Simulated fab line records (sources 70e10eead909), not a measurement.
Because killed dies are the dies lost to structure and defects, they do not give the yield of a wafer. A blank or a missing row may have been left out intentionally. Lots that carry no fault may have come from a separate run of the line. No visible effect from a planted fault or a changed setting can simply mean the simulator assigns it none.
What tool caused it? | flow nand_harc | 38 wafers from 13 lots sampled at 6 of the route's 1302 steps

== WHAT THE GAUGES SHOWED, per wafer ==
NHARC_A_ONON_D1_THK_MEAS_14: measures by ellipsometry.
lot  | measured     | on            | thk_nm (nm)
L164 | day 8 05:29  | film_metro-02 | 1011 1009 1010
L169 | day 10 12:53 | film_metro-02 | 657 659
L170 | day 10 19:16 | film_metro-02 | 995 659 995
L171 | day 11 03:30 | film_metro-01 | 638 976 975
L176 | day 12 23:47 | film_metro-01 | 999 998 997
L177 | day 14 01:26 | film_metro-02 | 989 988 987
L178 | day 14 01:15 | film_metro-01 | 1010 1011 1010
L180 | day 15 02:16 | film_metro-01 | 1009 1009 1009
L179 | day 15 02:15 | film_metro-02 | 997 995 995
L182 | day 15 15:58 | film_metro-02 | 1017 1017 1018
L183 | day 16 07:46 | film_metro-02 | 1014 1012 1013
L185 | day 17 00:28 | film_metro-01 | 995 994 997
L186 | day 17 00:25 | film_metro-01 | 995 995 997

NHARC_END_SORT_01.
lot  | measured     | on        | killed_at_array | killed_at_other | killed_at_periphery | killed_dies | killed_open | killed_short
L169 | day 27 01:09 | prober-02 | 670 674         | 1 0             | 6 3                 | 677 677     | 2 5         | 5 0
L170 | day 27 02:43 | prober-01 | 49 677 51       | 2 0 1           | 3 0 3               | 54 677 55   | 5 2 1       | 2 1 2
L171 | day 27 19:47 | prober-01 | 671 36 35       | 0 0 1           | 6 13 10             | 677 49 46   | 1 8 2       | 1 5 2

== WHAT TOOL EACH LOT RAN ON (gives the tool, then ch and the chambers of the sampled wafers, and finally the start) ==
lot  | NHARC_P_BONDPAD_CMP_32        | NHARC_A_ZERO_WELL_DESCUM_12        | NHARC_A_ONON_D1_DEP_12           | NHARC_A_CHANNEL_HOLE_D1_DEP_00
L164 | cmp-02 ch 0,1,3, day 6 23:31  | rie_diel-06 ch 0,1,3, day 7 04:38  | pecvd_onon-02 ch 0, day 8 04:58  | acl_dep-01 ch 0, day 8 16:10
L169 | cmp-03 ch 0,1, day 9 08:11    | rie_diel-08 ch 2, day 9 13:19      | pecvd_onon-02 ch 0, day 10 12:24 | -
L170 | cmp-01 ch 0,1,2, day 9 14:14  | rie_diel-06 ch 0,1,2, day 9 19:18  | pecvd_onon-02 ch 0, day 10 18:56 | acl_dep-01 ch 0, day 11 08:52
L171 | cmp-03 ch 0,1,3, day 9 22:23  | rie_diel-08 ch 1,2,3, day 10 03:20 | pecvd_onon-02 ch 0, day 11 03:02 | acl_dep-02 ch 0, day 11 18:46
L176 | cmp-01 ch 0,1,3, day 11 18:08 | rie_diel-06 ch 0,2,3, day 11 23:15 | pecvd_onon-01 ch 0, day 12 23:17 | acl_dep-01 ch 0, day 13 10:22
L177 | cmp-01 ch 0,3, day 12 19:56   | rie_diel-06 ch 0,1, day 13 00:58   | pecvd_onon-02 ch 0, day 14 01:02 | acl_dep-03 ch 0, day 14 12:32
L178 | cmp-03 ch 0,2,3, day 12 20:17 | rie_diel-06 ch 1,2,3, day 13 01:59 | pecvd_onon-01 ch 0, day 14 00:44 | acl_dep-03 ch 0, day 14 13:49
L180 | cmp-02 ch 0,1,2, day 13 20:50 | rie_diel-05 ch 0,1,3, day 14 02:06 | pecvd_onon-03 ch 0, day 15 01:46 | acl_dep-01 ch 0, day 15 12:55
L179 | cmp-02 ch 0,1,2, day 13 21:52 | rie_diel-05 ch 2,3, day 14 02:55   | pecvd_onon-02 ch 0, day 15 01:44 | acl_dep-03 ch 0, day 15 12:53
L182 | cmp-01 ch 0,1,3, day 14 10:26 | rie_diel-06 ch 2,3, day 14 15:27   | pecvd_onon-02 ch 0, day 15 15:28 | acl_dep-03 ch 0, day 16 04:59
L183 | cmp-01 ch 0,1, day 15 02:11   | rie_diel-08 ch 1,2, day 15 07:01   | pecvd_onon-01 ch 0, day 16 07:22 | acl_dep-02 ch 0, day 16 20:35
L185 | cmp-02 ch 0,1,3, day 15 19:00 | rie_diel-08 ch 0,1,2, day 15 23:59 | pecvd_onon-03 ch 0, day 16 23:57 | acl_dep-01 ch 0, day 17 14:51
L186 | cmp-02 ch 0,1, day 15 20:05   | rie_diel-06 ch 0,2,3, day 16 01:10 | pecvd_onon-02 ch 0, day 17 00:05 | acl_dep-02 ch 0, day 17 17:01
- NHARC_P_BONDPAD_CMP_32: polishes SiCN, target thk 200 nm.
- NHARC_A_ZERO_WELL_DESCUM_12: chemistry O2, time 3 s.
- NHARC_A_ONON_D1_DEP_12: target thk 1000 nm.
- NHARC_A_CHANNEL_HOLE_D1_DEP_00: deposits aC, target thk 3100 nm.

== WHAT THE TOOLS THEMSELVES READ (means of the sampled wafers that have a number; where no wafer has one, the mark that the record gives instead) ==
NHARC_P_BONDPAD_CMP_32.
lot  | tool   | motor_current_A (A)
L164 | cmp-02 | 13.0
L169 | cmp-03 | 13.4
L170 | cmp-01 | 13.2
L171 | cmp-03 | 12.7
L176 | cmp-01 | 12.1
L177 | cmp-01 | 10.7
L178 | cmp-03 | 11.8
L180 | cmp-02 | 11.9
L179 | cmp-02 | 12.1
L182 | cmp-01 | 12.4
L183 | cmp-01 | 12.2
L185 | cmp-02 | 12.6
L186 | cmp-02 | 13.0

NHARC_A_ZERO_WELL_DESCUM_12.
lot  | tool        | drypump_motor_current_A (A) | oes_product_au (a.u.) | rf_vpp_V (V) | showerhead_plenum_p_Torr (Torr) | throttle_valve_pct (%)
L164 | rie_diel-06 | 5.5                         | 0.989                 | 57.4         | 1.83                            | 11.308
L169 | rie_diel-08 | 6.3                         | 1.007                 | 58.1         | 1.97                            | 11.314
L170 | rie_diel-06 | 5.6                         | 0.985                 | 58.1         | 1.87                            | 11.305
L171 | rie_diel-08 | 6.0                         | 1.017                 | 57.2         | 1.90                            | 11.308
L176 | rie_diel-06 | 5.6                         | 0.990                 | 57.5         | 1.88                            | 11.300
L177 | rie_diel-06 | 5.5                         | 0.986                 | 58.1         | 1.83                            | 11.314
L178 | rie_diel-06 | 5.4                         | 0.987                 | 58.1         | 1.86                            | 11.310
L180 | rie_diel-05 | 5.7                         | 1.002                 | 56.8         | 1.85                            | 11.322
L179 | rie_diel-05 | 5.9                         | 0.996                 | 57.5         | 1.87                            | 11.309
L182 | rie_diel-06 | 5.4                         | 0.989                 | 57.8         | 1.86                            | 11.308
L183 | rie_diel-08 | 6.1                         | 1.005                 | 57.8         | 1.94                            | 11.311
L185 | rie_diel-08 | 6.1                         | 1.007                 | 57.1         | 1.94                            | 11.306
L186 | rie_diel-06 | 5.5                         | 0.980                 | 57.6         | 1.88                            | 11.310

NHARC_A_ONON_D1_DEP_12.
lot  | tool          | sih4_flow_sccm (sccm)
L164 | pecvd_onon-02 | 209.5
L169 | pecvd_onon-02 | 210.3
L170 | pecvd_onon-02 | 210.2
L171 | pecvd_onon-02 | 210.1
L176 | pecvd_onon-01 | 210.3
L177 | pecvd_onon-02 | 209.9
L178 | pecvd_onon-01 | 209.2
L180 | pecvd_onon-03 | 208.7
L179 | pecvd_onon-02 | 209.3
L182 | pecvd_onon-02 | 210.8
L183 | pecvd_onon-01 | 209.8
L185 | pecvd_onon-03 | 210.1
L186 | pecvd_onon-02 | 209.8

NHARC_A_CHANNEL_HOLE_D1_DEP_00.
lot  | tool       | throttle_valve_pct (%)
L164 | acl_dep-01 | 35.002
L170 | acl_dep-01 | 35.017
L171 | acl_dep-02 | 34.992
L176 | acl_dep-01 | 35.001
L177 | acl_dep-03 | 35.000
L178 | acl_dep-03 | 35.003
L180 | acl_dep-01 | 34.999
L179 | acl_dep-03 | 35.003
L182 | acl_dep-03 | 34.999
L183 | acl_dep-02 | 34.997
L185 | acl_dep-01 | 35.000
L186 | acl_dep-02 | 34.998

== THE ANSWER, worked out from the rows above alone ==
Rule: the lots themselves supply what counts as usual. Put in order of their means at a reading, lots are off if they are a third of the lots or fewer, leave a main group of 4 or more, and stand apart from it by a gap of 3 or more times the standard deviation of the main group's means; of several such gaps the widest counts. Not used: any main group whose means are identical at the precision the tables above print for the reading. Also off: a lot with no number at a reading for which 4 or more lots have one. Any other lot the step has rows for is counted as sound. The gauges are gone through in route order, then the tools' own readings, and for those a lot's mean is taken as printed above. At the first step where some lot is off, the reading lying furthest off is the one used; lots without a number count as furthest.
Off, at NHARC_A_ONON_D1_THK_MEAS_14 on thk_nm: L169, L170, L171. Main group: mean 1003 nm, sd 9.3.
A tool fits if, at a process step before that reading, it ran every lot that is off, and no sound lot after the first of them. Those tools and the gauges at NHARC_A_ONON_D1_THK_MEAS_14 are tried in the same way. Not one of the candidates tried fits.

== WHAT WAS PUT IN BY THE SIMULATOR ==
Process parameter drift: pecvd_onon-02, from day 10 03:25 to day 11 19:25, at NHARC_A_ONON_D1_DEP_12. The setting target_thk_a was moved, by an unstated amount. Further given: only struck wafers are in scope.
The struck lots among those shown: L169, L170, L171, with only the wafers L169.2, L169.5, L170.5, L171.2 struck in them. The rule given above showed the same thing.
